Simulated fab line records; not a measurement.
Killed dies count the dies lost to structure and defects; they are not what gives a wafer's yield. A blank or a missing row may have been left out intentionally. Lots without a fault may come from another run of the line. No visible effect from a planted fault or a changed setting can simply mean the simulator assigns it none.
fab line records    flow n5Finfet
record: lots: 24  wafers: 72  lastDay: 19
route steps=1938 shown BEOL_M1@801 BEOL_M2@842
lots untouched by any fault: they come from a run of this same line in which no faults occurred
startH: the number of hours between the record's first day and the start of the first shown wafer of the lot    waitH: hours since the lot's step before    " as in the row above    L1.1+2: a single row standing in for several wafers    - no value, or no start given    * or withheld: withheld    < > ~ a bound
route shown NAME@n: names a module that has steps shown in the file, with the first one's number in the route    usual: mean and standard deviation over wafers with no fault    same: alike in all rows    chamber/n: place in a boat    sites: each site's reading    _std_site: the standard deviation of these    _edge_site: the outer-site mean with the inner-site mean subtracted    radiusMm: how far each site lies from the wafer's centre    mask NAME#n: copy n    behind: tool/chamber where the wafer was last shaped    hold: why the lot went on hold/how many hours it stayed there/how the hold came to an end    device: transistor that didn't switch, given as n, p or np    end of line: the route-end tests of the same wafers    a step with no rows: only its recipe    killed: dies lost to structure and defects at the first sort, not the wafer's yield    map: per-die view of a wafer (x killed, . not killed, _ where there is no die)
set.NAME: the run value of the setting; set.NAME@STEP: its run value at that earlier step    model.NAME: the simulator's own value behind a step, which no gauge read
a sample of lots followed through the steps of the route, with each step as a table and each wafer as a row
services: a tool's chamber out of use, with start hour (startH, from the record's first day; less than 0 if before it), hours out, and reason
== steps ==
step: N5_BEOL_M1_ETCH_41
recipe: chemistry: CH3F/O2  target: SiCN  targetDepthA: 319  taperDeg: 2  timeS: 57.8  ionEnergyEv: 120  maskMaterial: TiN  pressureMtorr: 30  sourceW: 395  biasW: 75  Ar_flow_sccm: 150  CH3F_flow_sccm: 30  O2_flow_sccm: 20
usual: CH3F_flow_sccm: 30.01/0.098  drypumpMotorCurrentA: 5.6/0.53  mfcArSccm: 150.0/0.46  oesProductAu: 0.80/0.09  rfVppV: 297.7/1.7  showerheadPlenumPTorr: 2.02/0.074  throttleValvePct: 16.39/0.24
lot.wafer  tool        chamber  startH  waitH  CH3F_flow_sccm  drypumpMotorCurrentA  mfcArSccm  oesProductAu  rfHoursCounterH  rfVppV  showerheadPlenumPTorr  throttleValvePct
L074.1     rieDiel-03  2        -       -      29.99           6.2                   150.0      0.72          215              299.1   2.06                   16.38
L074.3     "           1        "       "      29.94           6.0                   150.4      0.74          140              297.0   2.00                   16.46
L074.5     "           3        "       "      29.76           6.3                   150.5      0.69          -                295.6   1.99                   16.95
L075.2     rieDiel-03  0        -       -      30.04           4.9                   150.2      0.78          144              295.2   1.92                   16.57
L075.4     "           3        "       "      30.00           6.3                   150.6      0.69          245              297.9   1.99                   16.95
L075.6     "           2        "       "      30.02           6.1                   149.4      0.72          -                298.2   2.06                   16.39
L076.1     rieDiel-04  0        -       -      30.02           5.3                   149.7      0.76          139              297.0   2.00                   16.08
L076.4     "           3        "       "      30.12           4.9                   149.4      0.75          158              297.7   2.07                   16.45
L076.6     "           2        "       "      29.93           5.1                   150.5      0.73          -                295.8   1.90                   16.34
L077.1     rieDiel-03  1        -       -      29.84           6.0                   149.4      0.74          144              298.7   2.00                   16.47
L077.4     "           3        "       "      30.05           6.3                   149.4      0.69          246              296.4   1.99                   16.95
L077.6     "           2        "       "      30.03           6.2                   150.3      0.71          -                300.1   2.06                   16.41
L078.2     rieDiel-05  2        -       -      30.12           5.0                   150.1      0.97          7                299.7   2.13                   16.30
L078.4     "           3        "       "      30.00           6.1                   149.2      0.90          24               295.7   1.96                   15.95
L078.6     "           2        "       "      30.03           5.0                   150.1      0.96          -                301.1   2.13                   16.30
L079.2     rieDiel-05  2        -       -      29.95           5.0                   149.6      0.95          11               299.5   2.13                   16.32
L079.3     "           0        "       "      30.20           5.8                   149.7      0.83          61               299.7   2.11                   16.18
L079.5     "           3        "       "      30.04           6.1                   150.0      0.90          -                295.4   1.95                   15.96
L080.1     rieDiel-03  1        -       -      29.91           6.0                   150.1      0.74          154              298.5   2.00                   16.49
L080.3     "           2        "       "      30.10           6.1                   150.2      0.71          230              298.8   2.05                   16.42
L080.5     "           0        "       "      30.01           4.9                   150.1      0.77          -                296.6   1.92                   16.58
L081.1     rieDiel-04  0        -       -      30.08           5.3                   150.2      0.75          148              296.6   2.00                   16.08
L081.2     "           1        "       "      29.95           4.9                   150.3      0.74          156              299.6   2.08                   16.72
L081.6     "           0        "       "      30.04           5.3                   150.8      0.74          -                297.8   2.00                   16.06
L082.1     rieDiel-05  3        -       -      30.02           6.1                   150.0      0.88          34               296.2   1.95                   15.97
L082.4     "           3        "       "      30.17           6.1                   151.0      0.87          -                297.2   1.95                   15.98
L082.5     "           1        "       "      29.91           5.6                   149.8      0.84          -                299.9   2.12                   16.48
L083.2     rieDiel-03  0        -       -      29.98           4.9                   149.9      0.76          158              296.4   1.92                   16.61
L083.4     "           2        "       "      30.07           6.1                   149.9      0.70          236              299.0   2.05                   16.43
L083.6     "           3        "       "      30.06           6.3                   149.1      1.00          -                296.9   1.99                   16.48
L084.2     rieDiel-03  1        -       -      29.87           6.1                   150.5      0.72          168              296.9   1.99                   16.51
L084.5     "           1        "       "      29.98           6.0                   150.6      0.71          -                297.8   1.99                   16.51
L084.6     "           3        "       "      29.97           6.3                   149.4      0.96          -                298.0   1.98                   16.52
L085.2     rieDiel-05  2        -       -      30.09           5.0                   150.4      0.94          21               298.8   2.12                   16.33
L085.5     "           1        "       "      29.91           5.6                   149.7      0.84          -                300.3   2.12                   16.47
L085.6     "           2        "       "      30.16           5.0                   149.9      0.92          -                299.0   2.12                   16.30
L087.2     rieDiel-05  3        -       -      30.04           6.1                   149.9      0.86          41               295.4   1.95                   15.99
L087.3     "           2        "       "      30.11           5.0                   150.4      0.92          23               299.2   2.12                   16.34
L087.6     "           3        "       "      29.95           6.1                   150.0      0.86          -                296.4   1.95                   16.00
L086.1     rieDiel-04  0        -       -      30.12           5.3                   150.5      0.73          160              297.6   1.99                   16.12
L086.3     "           0        "       "      30.12           5.3                   149.6      0.73          -                297.3   1.99                   16.10
L086.5     "           2        "       "      29.99           5.1                   149.8      0.71          -                296.5   1.90                   16.40
L088.2     rieDiel-05  2        -       -      30.12           5.0                   150.4      0.92          24               299.6   2.12                   16.32
L088.3     "           1        "       "      30.03           5.6                   149.8      0.83          66               300.6   2.12                   16.48
L088.4     "           0        "       "      30.02           5.8                   149.8      0.81          76               299.2   2.10                   16.19
L089.1     rieDiel-03  3        -       -      30.06           6.3                   149.0      0.94          16               297.3   1.98                   16.51
L089.4     "           1        "       "      29.93           6.0                   150.9      0.70          -                296.4   1.99                   16.53
L089.6     "           0        "       "      30.07           4.9                   150.2      0.75          -                295.1   1.91                   16.64
L090.3     rieDiel-04  3        -       -      29.93           4.9                   149.4      0.74          175              299.6   2.06                   16.47
L090.4     "           3        "       "      29.94           4.9                   149.8      0.74          -                298.9   2.07                   16.47
L090.6     "           1        "       "      30.15           4.9                   149.7      0.72          -                297.8   2.08                   16.74
L091.2     rieDiel-03  3        -       -      29.99           6.3                   149.5      0.92          22               295.9   1.98                   16.52
L091.5     "           3        "       "      30.06           6.3                   149.3      0.92          -                296.2   1.98                   16.52
L091.6     "           2        "       "      30.06           6.2                   150.2      0.99          -                299.1   2.05                   15.90
L092.3     rieDiel-04  0        -       -      29.95           5.3                   150.8      0.72          170              296.9   1.99                   16.11
L092.5     "           2        "       "      30.03           5.1                   150.3      0.70          -                293.7   1.90                   16.38
L092.6     "           1        "       "      29.90           4.9                   149.4      0.72          -                300.1   2.08                   16.76
L093.2     rieDiel-05  1        -       -      30.07           5.6                   150.1      0.82          72               300.0   2.12                   16.49
L093.3     "           2        "       "      30.07           5.0                   150.5      0.91          31               300.3   2.12                   16.34
L093.4     "           3        "       "      30.19           6.2                   150.5      0.85          51               295.9   1.95                   16.01
L095.2     rieDiel-04  1        -       -      29.90           4.9                   148.5      0.72          177              298.5   2.08                   16.77
L095.5     "           0        "       "      29.99           5.3                   149.8      0.72          -                297.2   1.99                   16.14
L095.6     "           3        "       "      29.97           4.9                   149.8      0.73          -                297.2   2.06                   16.51
L094.3     rieDiel-05  1        -       -      30.13           5.6                   149.1      0.82          75               299.4   2.12                   16.48
L094.5     "           1        "       "      30.07           5.6                   149.7      0.82          -                297.8   2.12                   16.50
L094.6     "           2        "       "      29.82           5.0                   149.8      0.91          -                300.5   2.12                   16.35
L096.1     rieDiel-03  3        -       -      30.07           6.3                   149.5      0.90          32               296.0   1.98                   16.53
L096.2     "           1        "       "      29.86           6.0                   149.4      0.69          192              297.4   1.98                   16.55
L096.5     "           3        "       "      30.05           6.3                   150.1      0.90          -                297.5   1.98                   16.54
L097.3     rieDiel-03  1        -       -      29.99           6.1                   150.1      0.71          194              296.3   1.98                   16.56
L097.4     "           3        "       "      29.92           6.3                   150.4      0.90          34               296.4   1.97                   16.54
L097.5     "           0        "       "      30.12           4.9                   150.0      0.74          -                294.1   1.90                   16.65
step: N5_BEOL_M1_SPUTTER_48
recipe: material: Cu  targetThkA: 45  tempC: -20  chamberPressurePa: 0.07  powerW: withheld  timeS: 8.29
usual: substrateTempC: -19.99/0.1  throttleValvePct: 29.6/1.3
lot.wafer  tool           chamber  startH  waitH  substrateTempC  throttleValvePct
L074.1     pvdSputter-03  -        129.43  0.2    -20.12          31.1
L074.3     "              -        "       "      -20.11          30.1
L074.5     "              -        "       "      -19.94          30.9
L075.2     pvdSputter-01  -        140.71  0.1    -20.02          27.0
L075.4     "              -        "       "      -19.85          29.9
L075.6     "              -        "       "      -20.05          29.9
L076.1     pvdSputter-03  -        142.15  1.4    -20.05          28.8
L076.4     "              -        "       "      -19.88          30.2
L076.6     "              -        "       "      -19.93          29.1
L077.1     pvdSputter-03  -        143.99  0.1    -19.98          28.4
L077.4     "              -        "       "      -20.14          31.1
L077.6     "              -        "       "      -19.93          28.5
L078.2     pvdSputter-03  -        155.71  0.2    -19.86          28.6
L078.4     "              -        "       "      -20.09          30.3
L078.6     "              -        "       "      -19.98          28.1
L079.2     pvdSputter-01  -        165.69  0.1    -20.21          30.3
L079.3     "              -        "       "      -20.17          30.0
L079.5     "              -        "       "      -20.08          27.0
L080.1     pvdSputter-02  -        169.04  0.1    -20.01          29.7
L080.3     "              -        "       "      -19.83          29.8
L080.5     "              -        "       "      -20.06          31.3
L081.1     pvdSputter-01  -        169.21  0.1    -19.86          30.2
L081.2     "              -        "       "      -19.87          27.1
L081.6     "              -        "       "      -19.83          26.7
L082.1     pvdSputter-03  -        182.11  0.3    -19.98          30.9
L082.4     "              -        "       "      -20.07          30.2
L082.5     "              -        "       "      -19.87          31.1
L083.2     pvdSputter-01  -        182.96  0.3    -19.92          26.8
L083.4     "              -        "       "      -19.94          30.2
L083.6     "              -        "       "      -19.89          30.1
L084.2     pvdSputter-03  -        203.44  0.1    -19.94          28.7
L084.5     "              -        "       "      -20.15          31.5
L084.6     "              -        "       "      -19.98          28.2
L085.2     pvdSputter-02  -        208.47  0.2    -20.00          29.6
L085.5     "              -        "       "      -19.95          29.7
L085.6     "              -        "       "      -19.81          29.7
L087.2     pvdSputter-02  -        213.08  0.1    -20.08          29.6
L087.3     "              -        "       "      -20.12          29.7
L087.6     "              -        "       "      -19.88          29.7
L086.1     pvdSputter-01  -        214.33  1.3    -20.27          30.2
L086.3     "              -        "       "      -19.95          30.2
L086.5     "              -        "       "      -20.06          29.9
L088.2     pvdSputter-01  -        217.41  0.2    -20.03          30.0
L088.3     "              -        "       "      -20.02          27.0
L088.4     "              -        "       "      -20.04          30.3
L089.1     pvdSputter-01  -        220.88  0.1    -19.96          30.3
L089.4     "              -        "       "      -19.93          30.3
L089.6     "              -        "       "      -19.88          30.1
L090.3     pvdSputter-02  -        224.11  0.1    -19.81          29.5
L090.4     "              -        "       "      -19.82          29.6
L090.6     "              -        "       "      -20.08          29.3
L091.2     pvdSputter-01  -        237.83  0.1    -19.87          30.0
L091.5     "              -        "       "      -19.90          30.0
L091.6     "              -        "       "      -20.08          27.1
L092.3     pvdSputter-01  -        240.67  0.1    -19.91          30.0
L092.5     "              -        "       "      -19.91          26.8
L092.6     "              -        "       "      -19.83          30.0
L093.2     pvdSputter-01  -        245.71  0.3    -20.06          27.0
L093.3     "              -        "       "      -19.97          30.2
L093.4     "              -        "       "      -19.98          30.1
L095.2     pvdSputter-02  -        255.15  0.1    -19.98          29.3
L095.5     "              -        "       "      -19.95          29.2
L095.6     "              -        "       "      -19.76          31.4
L094.3     pvdSputter-03  -        255.27  0.1    -20.06          28.7
L094.5     "              -        "       "      -19.93          30.1
L094.6     "              -        "       "      -20.02          31.0
L096.1     pvdSputter-01  -        270.83  0.2    -20.04          30.2
L096.2     "              -        "       "      -19.95          30.2
L096.5     "              -        "       "      -19.85          30.2
L097.3     pvdSputter-03  -        278.05  1.7    -20.14          28.6
L097.4     "              -        "       "      -20.04          30.1
L097.5     "              -        "       "      -20.08          29.2
step: N5_BEOL_M1_SPUTTER_94
recipe: material: Cu  targetThkA: 45  tempC: -20  chamberPressurePa: 0.07  powerW: withheld  timeS: 8.29
usual: substrateTempC: -20.01/0.12  throttleValvePct: 29.6/1.3
lot.wafer  tool           chamber  startH  waitH  substrateTempC  throttleValvePct
L074.1     pvdSputter-03  -        130.97  0.1    -20.01          31.0
L074.3     "              -        "       "      -19.98          30.4
L074.5     "              -        "       "      -19.94          31.1
L075.2     pvdSputter-01  -        142.25  0.1    -19.92          26.8
L075.4     "              -        "       "      -20.14          30.0
L075.6     "              -        "       "      -20.15          30.1
L076.1     pvdSputter-03  -        143.69  0.1    -19.88          29.0
L076.4     "              -        "       "      -20.13          30.2
L076.6     "              -        "       "      -20.02          29.0
L077.1     pvdSputter-03  -        145.53  0.1    -20.08          28.5
L077.4     "              -        "       "      -19.98          31.0
L077.6     "              -        "       "      -19.98          28.4
L078.2     pvdSputter-03  -        157.25  0.1    -19.97          28.1
L078.4     "              -        "       "      -20.14          30.2
L078.6     "              -        "       "      -19.94          28.5
L079.2     pvdSputter-01  -        167.23  0.1    -20.10          30.1
L079.3     "              -        "       "      -20.25          30.2
L079.5     "              -        "       "      -19.99          27.0
L080.1     pvdSputter-02  -        170.58  0.1    -20.11          29.8
L080.3     "              -        "       "      -19.99          29.8
L080.5     "              -        "       "      -19.94          31.7
L081.1     pvdSputter-01  -        170.75  0.1    -19.97          30.2
L081.2     "              -        "       "      -20.01          26.9
L081.6     "              -        "       "      -20.14          26.9
L082.1     pvdSputter-03  -        183.65  0.1    -19.97          31.1
L082.4     "              -        "       "      -20.04          30.5
L082.5     "              -        "       "      -19.92          31.0
L083.2     pvdSputter-01  -        184.50  0.1    -20.11          26.7
L083.4     "              -        "       "      -20.00          30.1
L083.6     "              -        "       "      -19.97          30.1
L084.2     pvdSputter-03  -        204.98  0.1    -19.96          29.0
L084.5     "              -        "       "      -20.08          31.1
L084.6     "              -        "       "      -20.17          28.5
L085.2     pvdSputter-02  -        210.01  0.1    -19.92          29.5
L085.5     "              -        "       "      -20.03          29.6
L085.6     "              -        "       "      -20.15          29.4
L087.2     pvdSputter-02  -        214.62  0.1    -20.23          29.5
L087.3     "              -        "       "      -20.05          30.0
L087.6     "              -        "       "      -20.04          29.8
L086.1     pvdSputter-01  -        215.87  0.1    -20.02          29.9
L086.3     "              -        "       "      -19.89          29.9
L086.5     "              -        "       "      -19.82          30.2
L088.2     pvdSputter-01  -        218.95  0.1    -20.18          30.3
L088.3     "              -        "       "      -20.04          26.9
L088.4     "              -        "       "      -19.85          30.2
L089.1     pvdSputter-01  -        222.42  0.1    -19.72          30.3
L089.4     "              -        "       "      -20.10          30.0
L089.6     "              -        "       "      -20.00          30.0
L090.3     pvdSputter-02  -        225.65  0.1    -20.10          29.4
L090.4     "              -        "       "      -20.29          29.7
L090.6     "              -        "       "      -19.93          29.4
L091.2     pvdSputter-01  -        239.37  0.1    -20.12          30.0
L091.5     "              -        "       "      -20.28          30.3
L091.6     "              -        "       "      -19.87          26.9
L092.3     pvdSputter-01  -        242.21  0.1    -20.15          29.7
L092.5     "              -        "       "      -19.98          27.1
L092.6     "              -        "       "      -19.97          30.0
L093.2     pvdSputter-01  -        247.25  0.1    -19.86          27.0
L093.3     "              -        "       "      -20.35          30.2
L093.4     "              -        "       "      -19.95          29.8
L095.2     pvdSputter-02  -        256.69  0.1    -19.76          29.4
L095.5     "              -        "       "      -19.70          29.1
L095.6     "              -        "       "      -20.00          31.6
L094.3     pvdSputter-03  -        256.81  0.1    -19.79          28.2
L094.5     "              -        "       "      -19.98          30.3
L094.6     "              -        "       "      -20.14          30.7
L096.1     pvdSputter-01  -        272.37  0.1    -19.96          30.0
L096.2     "              -        "       "      -20.03          30.4
L096.5     "              -        "       "      -19.85          30.0
L097.3     pvdSputter-03  -        279.59  0.1    -19.94          28.4
L097.4     "              -        "       "      -20.01          30.3
L097.5     "              -        "       "      -19.91          29.0
step: N5_BEOL_M1_THK_MEAS_53
recipe: thkMeasGauge: xrf  reads: Cu_of_BEOL_M1_ECD_50
usual: M1_THK: 40.8/1.6
lot.wafer  tool          chamber  startH  waitH  M1_THK[nm]
L074.1     filmMetro-01  -        132.07  -      40.9
L074.3     "             -        "       "      39.7
L074.5     "             -        "       "      39.9
L075.2     filmMetro-02  -        143.32  -      39.8
L075.4     "             -        "       "      41.1
L075.6     "             -        "       "      44.4
L076.1     filmMetro-01  -        145.00  -      39.0
L076.4     "             -        "       "      42.7
L076.6     "             -        "       "      41.8
L077.1     filmMetro-01  -        146.54  -      42.5
L077.4     "             -        "       "      43.0
L077.6     "             -        "       "      43.0
L078.2     filmMetro-01  -        158.26  -      42.6
L078.4     "             -        "       "      40.2
L078.6     "             -        "       "      43.8
L079.2     filmMetro-01  -        168.24  -      37.5
L079.3     "             -        "       "      41.5
L079.5     "             -        "       "      41.8
L080.1     filmMetro-02  -        171.64  -      42.1
L080.3     "             -        "       "      42.4
L080.5     "             -        "       "      41.8
L081.1     filmMetro-02  -        171.86  -      39.5
L081.2     "             -        "       "      39.7
L081.6     "             -        "       "      42.8
L082.1     filmMetro-01  -        184.66  -      38.8
L082.4     "             -        "       "      39.4
L082.5     "             -        "       "      39.5
L083.2     filmMetro-01  -        185.65  -      42.0
L083.4     "             -        "       "      41.4
L083.6     "             -        "       "      42.0
L084.2     filmMetro-02  -        205.99  -      40.1
L084.5     "             -        "       "      43.4
L084.6     "             -        "       "      42.2
L085.2     filmMetro-02  -        211.04  -      42.8
L085.5     "             -        "       "      41.6
L085.6     "             -        "       "      40.0
L087.2     filmMetro-01  -        215.63  -      42.6
L087.3     "             -        "       "      40.7
L087.6     "             -        "       "      42.5
L086.1     filmMetro-01  -        216.88  -      39.0
L086.3     "             -        "       "      39.8
L086.5     "             -        "       "      40.8
L088.2     filmMetro-01  -        219.96  -      37.3
L088.3     "             -        "       "      40.8
L088.4     "             -        "       "      42.4
L089.1     filmMetro-02  -        223.44  -      40.1
L089.4     "             -        "       "      39.4
L089.6     "             -        "       "      38.2
L090.3     filmMetro-02  -        226.68  -      41.1
L090.4     "             -        "       "      44.0
L090.6     "             -        "       "      42.1
L091.2     filmMetro-01  -        240.57  -      40.5
L091.5     "             -        "       "      39.9
L091.6     "             -        "       "      40.8
L092.3     filmMetro-01  -        243.27  -      39.7
L092.5     "             -        "       "      39.4
L092.6     "             -        "       "      42.8
L093.2     filmMetro-02  -        248.51  -      40.0
L093.3     "             -        "       "      39.9
L093.4     "             -        "       "      42.7
L095.2     filmMetro-01  -        257.70  -      38.8
L095.5     "             -        "       "      42.4
L095.6     "             -        "       "      41.3
L094.3     filmMetro-02  -        257.82  -      37.7
L094.5     "             -        "       "      38.7
L094.6     "             -        "       "      39.5
L096.1     filmMetro-02  -        273.38  -      40.9
L096.2     "             -        "       "      41.7
L096.5     "             -        "       "      42.8
L097.3     filmMetro-01  -        280.77  -      40.3
L097.4     "             -        "       "      41.3
L097.5     "             -        "       "      42.7
step: N5_BEOL_M1_CO_CAP_55
recipe: material: Co  targetThkA: 20  tempC: 200  precursor: CCTBA/H2  pressureTorr: 30  timeS: 102.1
usual: heaterPowerW: 233/32
lot.wafer  tool      chamber  startH  waitH  heaterPowerW
L074.1     cvdCo-01  1        132.15  0.0    267
L074.3     "         2        "       "      263
L074.5     "         1        "       "      266
L075.2     cvdCo-01  2        143.43  0.0    265
L075.4     "         2        "       "      264
L075.6     "         1        "       "      270
L076.1     cvdCo-01  2        145.08  0.0    268
L076.4     "         2        "       "      265
L076.6     "         0        "       "      197
L077.1     cvdCo-01  1        146.61  0.0    266
L077.4     "         2        "       "      276
L077.6     "         1        "       "      260
L078.2     cvdCo-02  2        158.39  0.0    191
L078.4     "         2        "       "      195
L078.6     "         1        "       "      227
L079.2     cvdCo-02  2        168.31  0.0    192
L079.3     "         1        "       "      217
L079.5     "         2        "       "      186
L080.1     cvdCo-02  0        171.95  0.0    267
L080.3     "         2        "       "      189
L080.5     "         0        "       "      263
L081.1     cvdCo-02  2        172.17  0.0    194
L081.2     "         0        "       "      263
L081.6     "         2        "       "      192
L082.1     cvdCo-02  2        184.73  0.0    193
L082.4     "         0        "       "      261
L082.5     "         1        "       "      221
L083.2     cvdCo-01  2        185.82  0.0    274
L083.4     "         1        "       "      262
L083.6     "         2        "       "      272
L084.2     cvdCo-02  1        206.08  0.0    223
L084.5     "         1        "       "      215
L084.6     "         2        "       "      194
L085.2     cvdCo-02  0        211.18  0.0    255
L085.5     "         0        "       "      256
L085.6     "         2        "       "      192
L087.2     cvdCo-02  2        215.71  0.0    193
L087.3     "         0        "       "      262
L087.6     "         0        "       "      258
L086.1     cvdCo-02  0        216.96  0.0    258
L086.3     "         2        "       "      187
L086.5     "         1        "       "      227
L088.2     cvdCo-01  2        220.04  0.0    274
L088.3     "         1        "       "      271
L088.4     "         0        "       "      195
L089.1     cvdCo-01  2        223.52  0.0    269
L089.4     "         2        "       "      282
L089.6     "         0        "       "      199
L090.3     cvdCo-01  1        226.75  0.0    264
L090.4     "         1        "       "      265
L090.6     "         2        "       "      267
L091.2     cvdCo-02  1        240.64  0.0    220
L091.5     "         2        "       "      198
L091.6     "         0        "       "      257
L092.3     cvdCo-02  0        243.35  0.0    260
L092.5     "         1        "       "      223
L092.6     "         2        "       "      194
L093.2     cvdCo-01  1        248.59  0.0    265
L093.3     "         0        "       "      199
L093.4     "         2        "       "      267
L095.2     cvdCo-01  0        257.77  0.0    194
L095.5     "         1        "       "      263
L095.6     "         0        "       "      199
L094.3     cvdCo-02  1        257.90  0.0    226
L094.5     "         2        "       "      194
L094.6     "         0        "       "      264
L096.1     cvdCo-01  2        273.45  0.0    273
L096.2     "         1        "       "      262
L096.5     "         1        "       "      269
L097.3     cvdCo-02  2        280.88  0.0    191
L097.4     "         2        "       "      192
L097.5     "         1        "       "      217
step: N5_BEOL_M2_THK_MEAS_01
recipe: reads: SiOC_of_BEOL_M2_ILD_DEP_00
usual: M2_ILD_THK: 79.7/0.96
lot.wafer  tool          chamber  startH  waitH  M2_ILD_THK[nm]
L074.1     filmMetro-01  -        132.46  0.0    79.4
L074.3     "             -        "       "      78.5
L074.5     "             -        "       "      80.2
L075.2     filmMetro-02  -        143.74  0.1    78.2
L075.4     "             -        "       "      79.6
L075.6     "             -        "       "      80.4
L076.1     filmMetro-01  -        145.39  0.0    78.8
L076.4     "             -        "       "      80.4
L076.6     "             -        "       "      80.5
L077.1     filmMetro-01  -        146.93  0.0    79.6
L077.4     "             -        "       "      81.0
L077.6     "             -        "       "      80.1
L078.2     filmMetro-02  -        158.74  0.1    78.2
L078.4     "             -        "       "      80.1
L078.6     "             -        "       "      80.1
L079.2     filmMetro-02  -        168.63  0.1    80.2
L079.3     "             -        "       "      79.0
L079.5     "             -        "       "      81.5
L080.1     filmMetro-01  -        172.26  0.0    80.2
L080.3     "             -        "       "      78.5
L080.5     "             -        "       "      80.7
L081.1     filmMetro-02  -        172.48  0.0    80.2
L081.2     "             -        "       "      79.3
L081.6     "             -        "       "      80.8
L082.1     filmMetro-02  -        185.05  0.0    79.4
L082.4     "             -        "       "      80.6
L082.5     "             -        "       "      81.3
L083.2     filmMetro-01  -        186.14  0.1    79.0
L083.4     "             -        "       "      80.4
L083.6     "             -        "       "      80.3
L084.2     filmMetro-02  -        206.40  0.1    79.4
L084.5     "             -        "       "      79.8
L084.6     "             -        "       "      79.3
L085.2     filmMetro-01  -        211.53  0.1    78.6
L085.5     "             -        "       "      79.9
L085.6     "             -        "       "      79.1
L087.2     filmMetro-01  -        216.02  0.1    79.4
L087.3     "             -        "       "      79.2
L087.6     "             -        "       "      81.0
L086.1     filmMetro-02  -        217.27  0.0    79.8
L086.3     "             -        "       "      79.3
L086.5     "             -        "       "      81.8
L088.2     filmMetro-01  -        220.39  0.1    79.8
L088.3     "             -        "       "      80.0
L088.4     "             -        "       "      80.2
L089.1     filmMetro-01  -        223.86  0.0    78.9
L089.4     "             -        "       "      80.3
L089.6     "             -        "       "      79.6
L090.3     filmMetro-01  -        227.07  0.1    80.0
L090.4     "             -        "       "      81.0
L090.6     "             -        "       "      80.8
L091.2     filmMetro-02  -        240.96  0.1    78.5
L091.5     "             -        "       "      79.5
L091.6     "             -        "       "      80.3
L092.3     filmMetro-01  -        243.66  0.1    79.8
L092.5     "             -        "       "      81.8
L092.6     "             -        "       "      79.2
L093.2     filmMetro-02  -        248.90  0.1    79.6
L093.3     "             -        "       "      78.7
L093.4     "             -        "       "      80.7
L095.2     filmMetro-02  -        258.09  0.1    78.7
L095.5     "             -        "       "      80.4
L095.6     "             -        "       "      81.1
L094.3     filmMetro-02  -        258.21  0.1    79.2
L094.5     "             -        "       "      80.6
L094.6     "             -        "       "      79.6
L096.1     filmMetro-02  -        273.77  0.0    78.2
L096.2     "             -        "       "      78.5
L096.5     "             -        "       "      80.1
L097.3     filmMetro-02  -        281.20  0.1    77.1
L097.4     "             -        "       "      78.8
L097.5     "             -        "       "      78.7
== services ==
tool           chamber  startH  hours  kind
pvdSputter-01  -        105.65  1.4    repair
rieDiel-05     2        111.70  7.9    repair
cvdCo-02       1        114.67  -      clean
cvdCo-02       1        114.67  22.0   scheduledDown
cvdCo-02       1        114.67  22.0   ventCycle
pvdSputter-01  -        115.70  5.3    repair
rieDiel-05     -        147.63  0.9    repair
rieDiel-03     3        153.55  -      clean
rieDiel-03     3        153.55  -      consumableReplace:focusRing
rieDiel-03     3        153.55  24.3   scheduledDown
rieDiel-03     3        153.55  24.3   ventCycle
rieDiel-03     0        154.99  7.7    repair
cvdCo-01       -        167.86  6.9    pm
rieDiel-04     -        174.46  15.6   pm
rieDiel-05     2        179.59  5.7    repair
rieDiel-05     1        184.83  6.6    repair
rieDiel-03     0        196.77  6.4    repair
rieDiel-04     3        200.90  12.8   repair
cvdCo-02       -        210.13  0.5    repair
rieDiel-04     2        216.19  9.9    repair
rieDiel-03     2        216.52  -      clean
rieDiel-03     2        216.52  -      consumableReplace:focusRing
rieDiel-05     3        251.62  3.5    repair
rieDiel-03     -        253.91  0.7    repair
== key ==
fault none
